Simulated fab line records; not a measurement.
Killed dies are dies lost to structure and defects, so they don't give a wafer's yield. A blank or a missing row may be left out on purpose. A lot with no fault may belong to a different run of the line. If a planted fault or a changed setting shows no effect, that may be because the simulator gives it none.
Which tool was responsible? | flow nand-harc | 7 lots, 21 wafers sampled, at 5 steps of a route of 1302

WHAT THE GAUGES READ, wafer by wafer
NHARC_END_SORT_01.
lot  | measured     | on        | killed-short
L119 | day 26 09:52 | prober-01 | 2 1 1
L123 | day 27 22:22 | prober-02 | 2 1 2
L130 | day 31 18:52 | prober-02 | 1 1 2

EACH LOT AND THE TOOL THAT RAN IT (in order: tool; ch and the chambers of the sampled wafers; start)
lot  | NHARC_P_ZERO_WELL_EXPOSE_34      | NHARC_THIN_TSV_STRIP_62              | NHARC_THIN_TSV_DEGAS_53      | NHARC_THIN_TSV_STRIP_56
L115 | krf-scanner-04 ch 0, day 2 10:05 | plasma-asher-02 ch 0, day 23 19:08   | pvd-sputter-02, day 23 21:17 | plasma-asher-02 ch 0,1, day 23 22:57
L117 | krf-scanner-01 ch 0, day 3 06:01 | plasma-asher-01 ch 0,1, day 25 00:34 | pvd-sputter-03, day 25 02:46 | plasma-asher-02 ch 0,1, day 25 04:33
L119 | krf-scanner-02 ch 0, day 4 01:52 | plasma-asher-01 ch 0,1, day 25 21:29 | pvd-sputter-03, day 25 23:38 | plasma-asher-02 ch 0,1, day 26 01:27
L121 | krf-scanner-02 ch 0, day 4 21:58 | plasma-asher-01 ch 1, day 27 07:16   | pvd-sputter-01, day 27 09:25 | plasma-asher-02 ch 0,1, day 27 11:26
L123 | krf-scanner-04 ch 0, day 5 17:50 | plasma-asher-01 ch 0,1, day 27 08:28 | pvd-sputter-02, day 27 10:38 | plasma-asher-01 ch 0, day 27 12:28
L130 | krf-scanner-02 ch 0, day 8 16:31 | plasma-asher-01 ch 0, day 31 06:30   | pvd-sputter-01, day 31 08:38 | plasma-asher-01 ch 0,1, day 31 10:17
L133 | krf-scanner-01 ch 0, day 9 21:56 | plasma-asher-01 ch 1, day 31 16:20   | pvd-sputter-03, day 31 18:28 | plasma-asher-01 ch 0,1, day 31 20:22
- NHARC_P_ZERO_WELL_EXPOSE_34: exposes mask P PWELL, target cd 720 nm.
- NHARC_THIN_TSV_STRIP_62: strips in N2/H2, time 20 s.
- NHARC_THIN_TSV_DEGAS_53: time 60 s.
- NHARC_THIN_TSV_STRIP_56: strips in O2.

THE ANSWER, worked out from the rows above alone
Rule: usual is defined by the lots themselves. Put in order of their means at a reading, lots are off if they are a third of the lots or fewer, leave a main group of 4 or more, and stand apart from it by a gap of 3 or more times the standard deviation of the main group's means; of several such gaps the widest counts. Not used: any main group whose means are identical at the precision the tables above print for the reading. A lot without any number at a reading at which 4 lots or more have one is off too. Where the step has rows for the other lots, those lots are counted as sound.
None of the lots is off at any reading shown; this tells nothing.

WHAT WAS PUT IN BY THE SIMULATOR
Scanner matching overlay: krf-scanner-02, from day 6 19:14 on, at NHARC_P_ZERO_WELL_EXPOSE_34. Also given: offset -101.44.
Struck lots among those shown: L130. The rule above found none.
